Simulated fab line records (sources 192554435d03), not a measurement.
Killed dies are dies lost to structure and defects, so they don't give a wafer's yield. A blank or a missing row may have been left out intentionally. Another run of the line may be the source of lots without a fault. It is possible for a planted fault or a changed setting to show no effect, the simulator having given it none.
fab line records -- flow n5Finfet
record lots=5, wafers=15, lastDay=17
route steps=1938 shown BEOL_M1@835 BEOL_M2@841 BEOL_M4@1111
lots that met no fault: from a run of the same line without faults
startH: the number of hours between the record's first day and the start of the first shown wafer of the lot -- waitH: hours since the lot's step before -- " identical to the entry in the row above -- L1.1+2: one row covering several wafers at once -- - no value, or no start given -- * or withheld: withheld -- < > ~ a bound
route shown NAME@n: a module of which the file shows steps, and the number in the route of the first -- usual: mean/standard deviation taken from wafers without a fault -- same: alike in all rows -- chamber/n: place in a boat -- sites: readings site by site -- _std_site: how widely they spread, as a standard deviation -- _edge_site: mean of outer sites minus mean of inner sites -- radiusMm: how far each site lies from the wafer's centre -- mask NAME#n: copy n -- behind: the last tool/chamber to shape the wafer -- hold: reason for holding the lot/hours on hold/outcome of the hold -- device: which transistor (n, p or np) failed to switch -- end of line: tests run on the same wafers once the route is complete -- step lacking rows: just its recipe -- killed: the dies lost at the first sort to structure and to defects; this is not the yield of the wafer -- map: shows each die of a wafer: x if killed, . if not, _ if none is there
set.NAME: the run value of the setting; set.NAME@STEP: its run value at that earlier step -- model.NAME: the simulator's own value behind a step, which no gauge read
a table for each step, a row for each wafer; lots at some steps of the route
services: when a tool's chamber went out of use (startH, in hours from the record's first day, below 0 if earlier), for how many hours, and the reason
## steps
# step N5_BEOL_M1_PRE_CLEAN_60
# recipe gas=NH3/H2, timeS=15, tempC=*, rfPowerW=300
# step N5_BEOL_M1_CO_CAP_55
# recipe material=Co, targetThkA=20, tempC=200, precursor=CCTBA/H2, pressureTorr=30, timeS=102.1
# step N5_BEOL_M1_PRE_CLEAN_56
# recipe gas=NH3, timeS=15, tempC=withheld, rfPowerW=300
# step N5_BEOL_M1_DEP_57
# recipe material=SiCN, targetThkA=80, tempC=withheld, precursor=3MS/NH3, pressureTorr=3, rfW=202, timeS=14
# step N5_BEOL_M2_ILD_DEP_00
# recipe material=SiOC, targetThkA=790, tempC=350, precursor=DEMS/O2, pressureTorr=5, rfW=500, timeS=15.3
# step N5_BEOL_M2_PECVD_72
# recipe material=SiO2, targetThkA=160, tempC=400, precursor=TEOS/O2, pressureTorr=5.5, rfW=450, teosFlowSccm=53.8, gas=O2, flowSccm=3000, timeS=18
# step N5_BEOL_M2_HM_DEP_02
# recipe material=TiN, targetThkA=200, tempC=25, chamberPressurePa=0.49996
# step N5_BEOL_M2_COAT_61
# recipe resist=SOC, tempC=250, timeS=60, spinRpm=1500, resistThkNm=60
# step N5_BEOL_M2_COAT_62
# recipe resist=SiARC, tempC=220, timeS=60, spinRpm=1500, resistThkNm=12
# usual dispensePressureKPa=47.9/3, spinSpeedRpm=1500.2/0.95
lot.wafer,tool,chamber,startH,waitH,dispensePressureKPa,spinSpeedRpm,model.SiARC_of_BEOL_M2_COAT_62.thkNm
L753.2,lithoTrack-03,0,224.72,-,51.4,1501.0,12
L753.5,lithoTrack-03,0,224.72,-,51.4,1500.9,12
L753.6,lithoTrack-03,0,224.72,-,51.4,1501.4,12
L754.2,lithoTrack-03,0,229.32,-,51.4,2218.9,9.8
L754.3,lithoTrack-03,0,229.32,-,51.4,2219.0,9.8
L754.5,lithoTrack-03,0,229.32,-,51.4,2218.8,9.8
L756.1,lithoTrack-03,0,238.47,-,51.4,2219.4,9.8
L756.2,lithoTrack-03,0,238.47,-,51.4,2218.7,9.8
L756.3,lithoTrack-03,0,238.47,-,51.4,2218.9,9.8
L758.2,lithoTrack-03,0,252.31,-,51.4,2219.2,9.8
L758.3,lithoTrack-03,0,252.31,-,51.4,2220.3,9.8
L758.5,lithoTrack-03,0,252.31,-,51.4,2218.9,9.8
L759.2,lithoTrack-01,0,265.87,-,46.0,1499.5,12
L759.5,lithoTrack-01,0,265.87,-,46.0,1499.3,12
L759.6,lithoTrack-01,0,265.87,-,46.0,1498.2,12
# step N5_BEOL_M2_COAT_73
# recipe resist=underlayer, tempC=205, timeS=60, spinRpm=1500, resistThkNm=5
# step N5_BEOL_M2_COAT_05
# recipe resist=CAR-EUV, spinRpm=1500, resistThkNm=30
# step N5_BEOL_M2_EBR_07
# recipe solvent=PGMEA, ebrWidthMm=1.5
# step N5_BEOL_M2_SOFTBAKE_06
# recipe tempC=110, timeS=60, resist=CAR-EUV
# step N5_BEOL_M2_EXPOSE_08
# recipe maskId=M2, na=0.33, sourceShape=dipole, sigmaInner=0.369, sigmaOuter=0.767, polarization=unpolarized, doseMj=41.25
# step N5_BEOL_M2_PEB_09
# recipe pebTempC=100, pebTimeS=60, resist=CAR-EUV
# step N5_BEOL_M2_DEVELOP_10
# recipe developTimeS=30, developer=TMAH, resist=CAR-EUV, rinseLiquid=surfactantRinse, dry=airSpin, devTempC=23
# step N5_BEOL_M2_DESCUM_16
# recipe chemistry=O2, timeS=7, sourcePowerW=50, biasPowerW=20, pressureMtorr=20, rfFrequencyHz=2.712e+07, tempC=40, resist=CAR-EUV, o2FlowSccm=225
# step N5_BEOL_M2_ETCH_74
# recipe chemistry=N2/H2, target=underlayer, targetDepthA=65, maskMaterial=CAR-EUV, timeS=5.2, ionEnergyEv=200, pressureMtorr=30, sourceW=840, biasW=150, n2FlowSccm=200, h2FlowSccm=200, ends=cleared
# step N5_BEOL_M2_ETCH_63
# recipe chemistry=CF4, target=SiARC, targetDepthA=156, maskMaterial=CAR-EUV, timeS=26, ionEnergyEv=80, pressureMtorr=40, sourceW=545, biasW=36, Ar_flow_sccm=100, cf4FlowSccm=100, ends=cleared
# usual drypumpMotorCurrentA=5.7/0.53, etchRfOnTimeS=25.6/0.73, oesProductAu=0.67/0.071, rfVppV=183.8/1.2, showerheadPlenumPTorr=2.11/0.073, throttleValvePct=15.68/0.21
lot.wafer,tool,chamber,startH,waitH,drypumpMotorCurrentA,etchRfOnTimeS,oesProductAu,rfHoursCounterH,rfVppV,showerheadPlenumPTorr,throttleValvePct,model.etch.depthNm
L753.2,rieDiel-06,1,225.55,0.0,5.6,25.7,0.62,199,182.3,1.96,15.87,11.99
L753.5,rieDiel-06,0,225.55,0.0,6.4,26.1,0.83,-,183.4,2.10,15.25,11.97
L753.6,rieDiel-06,1,225.55,0.0,5.6,25.5,0.62,-,183.6,1.96,15.86,11.96
L754.2,rieDiel-05,1,229.92,0.0,6.1,20.6,0.63,217,183.7,2.02,15.97,9.837
L754.3,rieDiel-05,2,229.92,0.0,6.5,21.2,0.66,146,183.9,2.13,15.54,9.841
L754.5,rieDiel-05,3,229.92,0.0,5.4,20.1,0.66,-,182.9,2.12,15.63,9.81
L756.1,rieDiel-04,3,238.91,0.0,4.9,21.0,0.61,180,182.6,2.05,15.87,9.848
L756.2,rieDiel-04,0,238.91,0.0,6.0,20.9,0.64,154,185.2,2.23,15.78,9.846
L756.3,rieDiel-04,2,238.91,0.0,4.9,22.7,0.58,226,184.8,2.20,15.78,9.86
L758.2,rieDiel-04,2,252.75,0.0,4.9,22.4,0.58,231,184.6,2.20,15.77,9.832
L758.3,rieDiel-04,3,252.75,0.0,5.0,21.1,0.60,186,182.4,2.05,15.88,9.851
L758.5,rieDiel-04,2,252.75,0.0,4.9,22.3,0.58,-,184.9,2.20,15.77,9.818
L759.2,rieDiel-06,0,266.31,0.0,6.5,26.2,0.80,16,183.9,2.10,15.30,12.03
L759.5,rieDiel-06,1,266.31,0.0,5.6,25.7,0.61,-,182.5,1.96,15.88,12.04
L759.6,rieDiel-06,0,266.31,0.0,6.5,26.2,0.80,-,184.5,2.10,15.29,12.04
# step N5_BEOL_M2_ETCH_64
# recipe chemistry=N2/H2, target=SOC, targetDepthA=750, overetchA=225, maskMaterial=SiARC, tempC=40, timeS=121.9, ionEnergyEv=200, pressureMtorr=30, sourceW=840, biasW=150, n2FlowSccm=200, h2FlowSccm=200
# usual drypumpMotorCurrentA=5.7/0.53, oesProductAu=0.59/0.059, rfVppV=523.1/2.7, showerheadPlenumPTorr=2.51/0.093, throttleValvePct=17.88/0.23
lot.wafer,tool,chamber,startH,waitH,drypumpMotorCurrentA,oesProductAu,rfHoursCounterH,rfVppV,showerheadPlenumPTorr,throttleValvePct,model.SiARC_of_BEOL_M2_COAT_62.thkNm
L753.2,rieDiel-06,1,225.58,0.0,5.6,0.54,199,518.6,2.31,17.91,6.2
L753.5,rieDiel-06,0,225.58,0.0,6.5,0.75,-,523.5,2.51,17.76,6.4
L753.6,rieDiel-06,1,225.58,0.0,5.6,0.55,-,519.1,2.31,17.92,6.2
L754.2,rieDiel-05,1,229.95,0.0,6.1,0.54,217,519.5,2.40,18.09,4
L754.3,rieDiel-05,2,229.95,0.0,6.5,0.59,146,523.5,2.55,17.79,3.8
L754.5,rieDiel-05,3,229.95,0.0,5.4,0.56,-,524.4,2.51,17.69,3.6
L756.1,rieDiel-04,3,238.93,0.0,4.9,0.53,180,519.9,2.43,18.12,4
L756.2,rieDiel-04,0,238.93,0.0,6.0,0.56,154,528.3,2.66,18.13,4.2
L756.3,rieDiel-04,2,238.93,0.0,4.9,0.54,226,526.1,2.62,17.90,4.4
L758.2,rieDiel-04,2,252.78,0.0,4.9,0.53,231,527.5,2.61,17.91,4.4
L758.3,rieDiel-04,3,252.78,0.0,4.9,0.53,186,519.7,2.43,18.12,4
L758.5,rieDiel-04,2,252.78,0.0,4.9,0.54,-,526.4,2.61,17.90,4.2
L759.2,rieDiel-06,0,266.34,0.0,6.5,0.72,16,523.5,2.51,17.79,6.4
L759.5,rieDiel-06,1,266.34,0.0,5.6,0.54,-,517.5,2.30,17.95,6.4
L759.6,rieDiel-06,0,266.34,0.0,6.5,0.72,-,521.4,2.50,17.77,6.4
# step N5_BEOL_M2_STRIP_65
# recipe chemistry=N2/H2, tempC=40, n2FlowSccm=200, h2FlowSccm=200, rfFrequencyHz=6e+07
# step N5_BEOL_M4_RC_MEAS_101
# usual DIBL_N=35.9/1.9, DIBL_P=35.8/2.4, IOFF_N=0.15/0.031, IOFF_P=0.21/0.037, ION_N=672/13, ION_P=462/8.3, SS_N=71.5/0.72, SS_P=73.2/0.67, VT_N=250/3.4, VT_P=-250/3.4
lot.wafer,tool,chamber,startH,waitH,DIBL_N[mV/V],DIBL_P[mV/V],IOFF_N[nA/um],IOFF_P[nA/um],ION_N[uA/um],ION_P[uA/um],SS_N[mV/dec],SS_P[mV/dec],VT_N[mV],VT_P[mV]
L753.2,prober-01,0,256.32,0.2,36.8,38.0,0.19,0.25,689,482,71.8,73.1,247,-244
L753.5,prober-01,0,256.32,0.2,37.3,39.0,0.20,0.25,692,471,71.9,74.5,244,-247
L753.6,prober-01,0,256.32,0.2,37.6,39.7,0.21,0.28,685,469,72.6,73.5,245,-243
L754.2,prober-01,0,264.47,0.2,34.8,33.7,0.13,0.17,664,455,71.0,73.2,253,-254
L754.3,prober-01,0,264.47,0.2,35.0,35.1,0.13,0.19,668,458,70.9,73.4,250,-251
L754.5,prober-01,0,264.47,0.2,35.1,35.4,0.15,0.19,676,463,70.8,73.2,250,-251
L756.1,prober-01,0,286.81,0.0,36.6,36.6,0.16,0.20,692,476,71.8,73.1,249,-251
L756.2,prober-01,0,286.81,0.0,39.5,39.0,0.20,0.24,691,469,72.5,74.2,249,-248
L756.3,prober-01,0,286.81,0.0,37.1,36.9,0.15,0.21,673,461,71.7,73.8,251,-250
L758.2,prober-01,0,295.96,0.2,35.3,34.8,0.16,0.20,683,466,70.5,72.8,247,-248
L758.3,prober-01,0,295.96,0.2,32.0,31.7,0.10,0.16,664,462,69.9,71.9,256,-253
L758.5,prober-01,0,295.96,0.2,33.2,32.1,0.12,0.17,672,469,69.5,72.0,253,-249
L759.2,prober-02,0,310.43,0.2,36.9,39.3,0.16,0.22,676,461,71.9,73.3,252,-251
L759.5,prober-02,0,310.43,0.2,37.1,39.7,0.17,0.23,689,464,71.8,73.2,246,-249
L759.6,prober-02,0,310.43,0.2,35.9,38.9,0.14,0.22,675,464,72.0,73.0,252,-250
## services
tool,chamber,startH,hours,kind
rieDiel-06,0,204.57,-,clean
rieDiel-06,0,204.57,-,consumableReplace:focusRing
rieDiel-06,0,204.57,14.5,scheduledDown
rieDiel-06,0,204.57,14.5,ventCycle
rieDiel-05,-,219.24,0.6,repair
rieDiel-06,-,226.50,4.3,pm
lithoTrack-01,-,238.30,-,consumableReplace:filter
rieDiel-06,2,244.62,10.0,repair
rieDiel-05,1,249.20,16.5,repair
## key
firstSign step=N5_BEOL_M2_COAT_62, reading=spinSpeedRpm, direction=up, sigmas=99+, usual=*, struck=*
effect step=N5_BEOL_M2_ETCH_63, reading=etchRfOnTimeS, direction=down, sigmas=5.9, usual=*, struck=*
modelEffect step=N5_BEOL_M2_COAT_62, value=SiARC_of_BEOL_M2_COAT_62.thkNm, without=12, struck=9.8
modelEffect step=N5_BEOL_M2_ETCH_63, value=etch.depthNm, without=11.97, struck=9.838
modelEffect step=N5_BEOL_M2_ETCH_64, value=SiARC_of_BEOL_M2_COAT_62.thkNm, without=6.267, struck=4.067
metAt N5_BEOL_M2_COAT_62
struckWafers L754.2,L754.3,L754.5,L756.1,L756.2,L756.3,L758.2,L758.3,L758.5
onsetBetween 224.72 229.32
fault kind=processParameterDrift, tool=lithoTrack-03, chamber=-, onsetH=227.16, steps=N5_BEOL_M2_COAT_62, channel=spinRpm, offset=*, shape=step, endH=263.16, actsIn=*, stated=*
